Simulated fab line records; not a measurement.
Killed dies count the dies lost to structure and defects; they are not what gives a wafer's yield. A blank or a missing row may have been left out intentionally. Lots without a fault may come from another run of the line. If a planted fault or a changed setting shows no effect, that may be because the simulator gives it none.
Problem report, 8D (eight disciplines) form, completed by code || flow nand-harc || the parts of the form that need people (team, actions taken, sign-off) are left out

== 1. THE PROBLEM ==
At NHARC_END_SORT_01, sort_bin_3_pct averages 3.27 % over 6 wafers from 2 lots, while fault-free wafers read 0.28 %, standard deviation 0.22. That is +14 standard deviations from the usual mean.
The first sign was on wafer L497.1 at day 22 05:27, on prober-01. The record has a number at this step for 36 wafers belonging to 12 lots. Rule for "out", or "out of limits": more than 4 standard deviations from the usual mean. Any other wafer with a number is counted as sound.

== 2. WHAT IT IS; WHAT IT IS NOT ==
{"question": "which readings at this step", "is": "sort_bin_3_pct, defect-limited-yield, killed-at-array, killed-dies, sort_bin_2_pct, sort-n-pass, sort-yield-pct", "is not": "killed-at-other, killed-at-periphery, killed-open, killed-short"}
{"question": "which lots", "is": "L497, L500", "is not": "L487, L488, L491, L493, L495, L499, L505, L506, L509, L510"}
{"question": "which wafers of those lots", "is": "all that have a number", "is not": "-"}
{"question": "read on which gauges", "is": "prober-01, prober-02", "is not": "-"}
{"question": "when", "is": "from day 22 05:27", "is not": "up to then (15 sound wafers); but 15 sound wafers of L499, L505, L506, L509, L510 came after"}

== 3. WHAT RULES OUT EACH SUSPECT ==
Counting: a tool at a process step up to the reading stays a suspect if it ran every lot that is out and no sound lot after the first of them.
- the gauge at NHARC_END_SORT_01 has been ruled out. The wafers that are out were read on 2 gauges (prober-01, prober-02).
- rie-diel-06 at NHARC_A_BONDPAD_ETCH_12 (etches the open film in CHF3/O2, target depth 220 nm, time 110 s): kept. It ran every lot that is out, first L497 (day 20 19:41), and no sound lot after that; its last sound lot up to then is L493 (day 19 10:41).
- pvd-sputter-03 at NHARC_A_BONDPAD_PVD_27 (deposits Cu, target thk 30 nm, time 20.49 s): ruled out as a lasting fault. Following L497 (day 21 08:17), the first lot on it that is out, the sound lots L499 were run on it. Because NHARC_A_BONDPAD_PVD_27 lacks a start for some lots, the hours and order of its lots are taken from NHARC_HYBRID_BOND_OVL_MEAS_05.
After counting, what remains is rie-diel-06 at NHARC_A_BONDPAD_ETCH_12.

== 4. THE CAUSE (what the simulator had put in) ==
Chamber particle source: rie-diel-06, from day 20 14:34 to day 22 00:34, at NHARC_A_BONDPAD_ETCH_12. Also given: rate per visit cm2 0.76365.
Only this tool survived the counting.

== 5. SEQUENCE OF EFFECTS, ordered by route ==
Each row: a reading whose mean over the struck wafers that have a number lies more than 3 standard deviations from the usual. Only readings whose record carries a usual standard deviation are examined. hours: median over the lots of the time between each lot's start at the first step of this table that gives one and its start at this step. sigmas: the change, counted in usual standard deviations.
{"hours": 0, "step": "NHARC_END_SORT_01", "reading": "defect-limited-yield", "usual": "94.9 %", "on struck wafers": 83.1, "change": -11.8, "sigmas": -7.0}
{"hours": 0, "step": "NHARC_END_SORT_01", "reading": "killed-at-array", "usual": 31, "on struck wafers": 113, "change": "+82", "sigmas": "+6.8"}
{"hours": 0, "step": "NHARC_END_SORT_01", "reading": "killed-dies", "usual": 35, "on struck wafers": 114, "change": "+80", "sigmas": "+6.6"}
{"hours": 0, "step": "NHARC_END_SORT_01", "reading": "sort_bin_2_pct", "usual": "1.6 %", "on struck wafers": 7.0, "change": "+5.3", "sigmas": "+7.6"}
{"hours": 0, "step": "NHARC_END_SORT_01", "reading": "sort_bin_3_pct", "usual": "0.28 %", "on struck wafers": 3.27, "change": "+3.00", "sigmas": "+14"}
{"hours": 0, "step": "NHARC_END_SORT_01", "reading": "sort-n-pass", "usual": 642, "on struck wafers": 562, "change": -80, "sigmas": -6.6}
{"hours": 0, "step": "NHARC_END_SORT_01", "reading": "sort-yield-pct", "usual": "94.9 %", "on struck wafers": 83.1, "change": -11.8, "sigmas": -7.0}

== 6. WHAT WOULD HAVE CAUGHT IT SOONER ==
Counted from the fault's start at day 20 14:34, it took 39 hours until the first out-of-limits reading at a measuring or inspecting step in this record, taken at day 22 05:27.
Tool readings at NHARC_A_BONDPAD_ETCH_12 with a usual standard deviation given in the record: none out on any struck wafer, hence no alarm at a limit of 4 standard deviations on them.
Lots out: 2; all had begun NHARC_A_BONDPAD_ETCH_12 on rie-diel-06 by day 22 05:27. Tool hold at that time: it would have spared none of them.
